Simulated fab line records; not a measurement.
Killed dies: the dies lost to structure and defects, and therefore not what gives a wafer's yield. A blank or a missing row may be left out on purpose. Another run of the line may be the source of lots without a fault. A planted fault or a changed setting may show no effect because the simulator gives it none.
Matching of chambers :: flow nandHarc :: NHARC_P_ZERO_WELL_DESCUM_26 on rieDiel-13: 4 sister chambers
The step chemistry O2, time 3 s. 18 wafers are shown with their chamber, then 9 later ones without.

## EACH WAFER AND ITS CHAMBER
wafer: L074.1
chamber: 2
drypumpMotorCurrentA (A): 5.6
showerheadPlenumPTorr (Torr): 1.97
oesProductAu (a.u.): 0.995

wafer: L074.5
chamber: 0
drypumpMotorCurrentA (A): 5.3
showerheadPlenumPTorr (Torr): 1.99
oesProductAu (a.u.): 0.992

wafer: L074.6
chamber: 3
drypumpMotorCurrentA (A): 5.9
showerheadPlenumPTorr (Torr): 1.97
oesProductAu (a.u.): 0.998

wafer: L077.3
chamber: 2
drypumpMotorCurrentA (A): 5.5
showerheadPlenumPTorr (Torr): 1.96
oesProductAu (a.u.): 1.005

wafer: L077.4
chamber: 0
drypumpMotorCurrentA (A): 5.2
showerheadPlenumPTorr (Torr): 1.99
oesProductAu (a.u.): 0.987

wafer: L077.5
chamber: 3
drypumpMotorCurrentA (A): 5.9
showerheadPlenumPTorr (Torr): 1.97
oesProductAu (a.u.): 1.002

wafer: L078.1
chamber: 2
drypumpMotorCurrentA (A): 5.5
showerheadPlenumPTorr (Torr): 1.96
oesProductAu (a.u.): 1.018

wafer: L078.3
chamber: 1
drypumpMotorCurrentA (A): 5.9
showerheadPlenumPTorr (Torr): 2.07
oesProductAu (a.u.): 0.986

wafer: L078.4
chamber: 3
drypumpMotorCurrentA (A): 5.9
showerheadPlenumPTorr (Torr): 1.97
oesProductAu (a.u.): 1.005

wafer: L080.2
chamber: 0
drypumpMotorCurrentA (A): 5.3
showerheadPlenumPTorr (Torr): 1.99
oesProductAu (a.u.): 0.983

wafer: L080.3
chamber: 1
drypumpMotorCurrentA (A): 5.9
showerheadPlenumPTorr (Torr): 2.07
oesProductAu (a.u.): 0.980

wafer: L080.5
chamber: 3
drypumpMotorCurrentA (A): 5.9
showerheadPlenumPTorr (Torr): 1.97
oesProductAu (a.u.): 0.994

wafer: L086.2
chamber: 2
drypumpMotorCurrentA (A): 5.5
showerheadPlenumPTorr (Torr): 1.96
oesProductAu (a.u.): 1.000

wafer: L086.5
chamber: 1
drypumpMotorCurrentA (A): 5.9
showerheadPlenumPTorr (Torr): 2.06
oesProductAu (a.u.): 0.973

wafer: L086.6
chamber: 0
drypumpMotorCurrentA (A): 5.2
showerheadPlenumPTorr (Torr): 1.98
oesProductAu (a.u.): 0.982

wafer: L088.1
chamber: 2
drypumpMotorCurrentA (A): 5.5
showerheadPlenumPTorr (Torr): 1.95
oesProductAu (a.u.): 0.987

wafer: L088.3
chamber: 1
drypumpMotorCurrentA (A): 5.9
showerheadPlenumPTorr (Torr): 2.06
oesProductAu (a.u.): 0.985

wafer: L088.6
chamber: 2
drypumpMotorCurrentA (A): 5.5
showerheadPlenumPTorr (Torr): 1.95
oesProductAu (a.u.): 1.000

SIGNATURES (averages over the wafers above)
reading: drypumpMotorCurrentA
chamber 0: 5.250
chamber 1: 5.900
chamber 2: 5.517
chamber 3: 5.900
scatter within a chamber: 0.0362

reading: showerheadPlenumPTorr
chamber 0: 1.9875
chamber 1: 2.0650
chamber 2: 1.9583
chamber 3: 1.9700
scatter within a chamber: 0.00572

reading: oesProductAu
chamber 0: 0.98600
chamber 1: 0.98100
chamber 2: 1.00083
chamber 3: 0.99975
scatter within a chamber: 0.00744
Rule: a wafer's distance from a chamber is the root of the sum, over the readings, of the square of ((its reading less the chamber's mean) divided by the reading's scatter). If the next closest chamber is less than 2 further off than the closest, the wafer can't be placed; otherwise it belongs to the closest. How the scatter is found: for the shown wafers, subtract from each reading the mean of its chamber, square and add these, divide the total by (wafers less chambers), then take the root.

## WAFERS WITHOUT THEIR CHAMBER
wafer: L093.1
drypumpMotorCurrentA (A): 5.9
showerheadPlenumPTorr (Torr): 1.95
oesProductAu (a.u.): 1.010

wafer: L093.5
drypumpMotorCurrentA (A): 5.5
showerheadPlenumPTorr (Torr): 1.95
oesProductAu (a.u.): 1.014

wafer: L093.6
drypumpMotorCurrentA (A): 5.3
showerheadPlenumPTorr (Torr): 1.97
oesProductAu (a.u.): 0.991

wafer: L095.2
drypumpMotorCurrentA (A): 5.3
showerheadPlenumPTorr (Torr): 1.97
oesProductAu (a.u.): 0.998

wafer: L095.4
drypumpMotorCurrentA (A): 5.9
showerheadPlenumPTorr (Torr): 2.05
oesProductAu (a.u.): 0.998

wafer: L095.5
drypumpMotorCurrentA (A): 5.3
showerheadPlenumPTorr (Torr): 1.97
oesProductAu (a.u.): 0.998

wafer: L096.2
drypumpMotorCurrentA (A): 5.9
showerheadPlenumPTorr (Torr): 1.95
oesProductAu (a.u.): 1.014

wafer: L096.3
drypumpMotorCurrentA (A): 5.3
showerheadPlenumPTorr (Torr): 1.97
oesProductAu (a.u.): 0.997

wafer: L096.4
drypumpMotorCurrentA (A): 5.9
showerheadPlenumPTorr (Torr): 2.05
oesProductAu (a.u.): 0.989

## THE CHAMBER EACH PASSED THROUGH
wafer: L093.1
from the rows above: 3
in truth: 3

wafer: L093.5
from the rows above: 2
in truth: 2

wafer: L093.6
from the rows above: 0
in truth: 0

wafer: L095.2
from the rows above: 0
in truth: 0

wafer: L095.4
from the rows above: 1
in truth: 1

wafer: L095.5
from the rows above: 0
in truth: 0

wafer: L096.2
from the rows above: 3
in truth: 3

wafer: L096.3
from the rows above: 0
in truth: 0

wafer: L096.4
from the rows above: 1
in truth: 1
Correct placement for 9 of the 9. Number that these rows cannot place: 0. Placed wrongly: 0.
